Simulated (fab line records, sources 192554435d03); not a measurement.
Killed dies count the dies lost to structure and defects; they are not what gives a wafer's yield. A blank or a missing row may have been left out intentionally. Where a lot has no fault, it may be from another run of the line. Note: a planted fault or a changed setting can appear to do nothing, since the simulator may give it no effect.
Chamber matching -- flow n5 finfet -- N5_STI_FIN_REVEAL_ALD_14 on ald sin-03 has 4 sister chambers
The step deposits Si3N4, target thk 3 nm. 4 wafers are shown with their chamber, then 12 later ones without.

## WAFERS PAIRED WITH THEIR CHAMBERS
wafer,chamber,heater power w (W)
L088.6,2,1065
L089.2,3,851
L089.4,1,898
L089.5,0,788

## WAFERS WHOSE CHAMBER IS MISSING
wafer,heater power w (W)
L090.2,864
L090.4,911
L090.5,794
L091.1,932
L091.3,856
L091.4,795
L096.1,890
L096.3,930
L096.6,870
L097.1,889
L097.2,862
L097.6,1058

## CHAMBER TAKEN BY EACH
wafer,from the rows above,in truth
L090.2,can't be placed: 3 or 1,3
L090.4,1,1
L090.5,0,0
L091.1,1,1
L091.3,3,3
L091.4,0,0
L096.1,can't be placed: 1 or 3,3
L096.3,1,1
L096.6,can't be placed: 3 or 1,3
L097.1,can't be placed: 1 or 3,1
L097.2,can't be placed: 3 or 1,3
L097.6,2,2
Placed correctly: 7 of 12. Can't be placed from these rows: 5 (the true chamber is among the candidates in 5). Wrongly placed: 0.
How it was worked out, from the rows above alone: a wafer's distance from a chamber is the root of the sum, over the readings, of the square of ((its reading less the chamber's mean) divided by the reading's scatter). The wafer belongs to the nearest chamber; if the next one is less than 2 further off, it can't be placed. Each chamber's mean is taken over the wafers shown for it. The scatter: with one shown wafer a chamber, the root of the mean of the squares of how far each hidden wafer lies from its nearest shown one.
